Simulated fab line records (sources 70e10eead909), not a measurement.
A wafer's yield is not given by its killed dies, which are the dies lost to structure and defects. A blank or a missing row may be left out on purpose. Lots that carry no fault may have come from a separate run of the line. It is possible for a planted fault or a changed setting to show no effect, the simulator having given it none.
Struck lot and sound lot, side by side | flow nandHarc | 15 steps out of a route of 1159
Sound: the wafers L745.1, L745.2, L745.6. Wafers struck: L763.2, L763.5, L763.6. The cause comes at the end.
Per side, at each step with rows, come the tool, then ch with its chambers, and then its first start. Under that, the readings that differ: sound wafers | struck wafers | difference of the means | sigmas: that difference in standard deviations of wafers without a fault.
alike: same words and numbers on both sides, and readings whose means sit less than 2 such deviations apart. not compared: any withheld reading, any reading some wafer has no value for, any bound like >300 that may hide the same value, and any number with overlapping values for which the record gives no deviation.
The two part at a step that has a row with sigmas, a row that says differs or no value, or rows on one side only. Non-overlapping numbers with no deviation appear without sigmas and do not part them. Lack of a reading on every wafer of one side parts them only where that side has two or more wafers.

first, 3 steps without rows for these wafers: NHARC_P_GATE_SRD_72; NHARC_P_GATE_OXIDE_16 (material SiO2, target thk 3 nm, ox time 392 s); NHARC_P_GATE_CVD_17 (deposits poly-Si, target thk 150 nm, time 900 s).
NHARC_P_GATE_HM_DEP_102: deposits aC, target thk 120 nm.
  sound on aclDep-02 ch 0, day 4 16:53; struck on aclDep-02 ch 0, day 9 03:33
  alike: throttleValvePct
NHARC_P_GATE_DEP_103: deposits SiON, target thk 30 nm.
  sound on pecvd-02 ch 1,2, day 4 17:35; struck on pecvd-01 ch 0,1, day 9 04:08
  alike: heaterPowerW
then, 7 steps without rows for these wafers: NHARC_P_GATE_DEHYDRATE_18 (time 120 s); NHARC_P_GATE_HMDS_19 (time 30 s); NHARC_P_GATE_COAT_20 (resist thk 90 nm); NHARC_P_GATE_SOFTBAKE_21 (time 55 s); NHARC_P_GATE_EBR_22; NHARC_P_GATE_EXPOSE_23 (exposes mask P GATE, target cd 120 nm); NHARC_P_GATE_PEB_24 (peb time 65 s).
NHARC_P_GATE_DEVELOP_25: develop time 35 s.
  sound on lithoTrack-01 ch 0, day 4 18:00; struck on lithoTrack-06 ch 0, day 9 04:00
reading            | sound             | struck            | difference | sigmas
developerTempC (C) | 23.00 22.85 22.83 | 22.22 22.28 22.23 | -0.65      | -7
NHARC_P_GATE_CD_MEAS_26: target cd 120 nm.
  sound on cdSem-03 ch 0, day 4 18:07; struck on cdSem-03 ch 0, day 9 04:47
  alike: cdNm
NHARC_END_SORT_01:
  the record has rows for the sound wafers here (prober-01 ch 0, day 20 04:41) and none for the struck ones

== WHERE THEY PART ==
First at NHARC_P_GATE_DEVELOP_25; last, within this record, at NHARC_END_SORT_01.

WHY: whatever the simulator had introduced
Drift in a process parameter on lithoTrack-06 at NHARC_P_GATE_DEVELOP_25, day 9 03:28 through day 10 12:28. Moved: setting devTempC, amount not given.
